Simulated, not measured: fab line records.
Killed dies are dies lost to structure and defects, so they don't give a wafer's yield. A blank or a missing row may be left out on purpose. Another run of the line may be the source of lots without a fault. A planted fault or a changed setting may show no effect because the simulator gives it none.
One fault seen from 2 desks	flow n5_finfet	what lay behind the numbers comes last; until then each desk has only its own

== AT THE METROLOGY DESK ==
What the gauges read for every lot (on any tool): the sampled wafers with a number, averaged. Marked OUT: a lot whose mean sits more than 4 standard deviations from the usual mean, which makes it out of limits; the brackets give that distance. It has 12 readings; the 7 that lie furthest out on some lot are the ones shown.
Columns: A = thk_nm at N5_ILD0_THK_MEAS_04, usual 197.4 nm; B = DIBL_N at N5_BEOL_M4_RC_MEAS_101, usual 36.6 mV/V; C = DIBL_P at N5_BEOL_M4_RC_MEAS_101, usual 36.4 mV/V; D = IOFF_N at N5_BEOL_M4_RC_MEAS_101, usual 0.167 nA/um; E = ION_N at N5_BEOL_M4_RC_MEAS_101, usual 678 uA/um; F = SS_N at N5_BEOL_M4_RC_MEAS_101, usual 71.5 mV/dec; G = VT_N at N5_BEOL_M4_RC_MEAS_101, usual 248.5 mV
lot	first seen here	A	B	C	D	E	F	G
L889	day 3 21:33	197.6	38.5	36.3	0.188	684	71.7	245.8
L890	day 4 03:25	197.8	34.5	33.3	0.130	662	70.5	254.3
L896	day 5 14:41	197.6	36.6	36.0	0.156	672	71.4	250.0
L899	day 6 07:34	198.1	34.5	35.5	0.156	678	71.2	250.2
L900	day 6 13:51	199.9	36.1	35.3	0.158	677	71.3	249.3
L907	day 8 07:35	198.3	37.1	37.5	0.170	668	71.4	246.9
L908	day 8 19:08	197.8	38.1	36.9	0.169	680	71.7	249.0
L909	day 9 01:23	196.8	37.2	38.6	0.172	676	72.1	250.7
L910	day 9 13:17	196.6	37.6	37.3	0.204	694	71.6	244.3
This desk's verdict: no lot among the 9 shows anything out of limits.

== DESK OF THE TOOL OWNER: cmp-02 ==
The tool's own readings at N5_ILD0_CMP_03 (polishes, stops on SiNx, t overpolish 1.9 s, target thk 197.38 nm): means of the sampled wafers that have a number, for each lot that ran on this tool. Marked OUT: a lot whose mean sits more than 4 standard deviations from the usual mean, which makes it out of limits; the brackets give that distance.
Columns: A = head_pressure_psi at N5_ILD0_CMP_03, usual 4.150 psi; B = motor_current_A at N5_ILD0_CMP_03, usual 11.9 A; C = overpolish_run_s at N5_ILD0_CMP_03, usual 1.900 s; D = time_to_endpoint_s at N5_ILD0_CMP_03, usual 71 s
lot	first seen here	A	B	C	D
L889	day 3 21:17	4.152	12.6	1.897	74
L890	day 4 03:07	4.152	12.3	1.908	74
L899	day 6 07:19	3.396 (-84) OUT	10.9	1.903	93 (+6.8) OUT
L900	day 6 13:33	3.397 (-84) OUT	10.7	1.904	95 (+7.5) OUT
L910	day 9 13:04	4.151	11.7	1.890	66
This desk finds L899, L900 out of limits, L899 being first, at day 6 07:19 (head_pressure_psi at N5_ILD0_CMP_03). L889, L890, L910: within limits.

== TAKEN TOGETHER ==
At day 6 07:19, on L899, L900, the tool owner's desk was in a position to raise an alarm.
Metrology desk: nothing out of limits seen.
The metrology desk holds a record of L899, L900, inside its limits.
Every lot named ran N5_ILD0_CMP_03 on cmp-02.

== WHAT THE SIMULATOR PUT IN ==
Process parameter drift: cmp-02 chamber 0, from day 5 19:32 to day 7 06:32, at N5_ILD0_CMP_03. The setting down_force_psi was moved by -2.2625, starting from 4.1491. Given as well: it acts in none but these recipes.
Struck lots among those shown: L899, L900.
Each desk's first reading out of limits, in hours after the fault started: the tool owner's desk, 12.
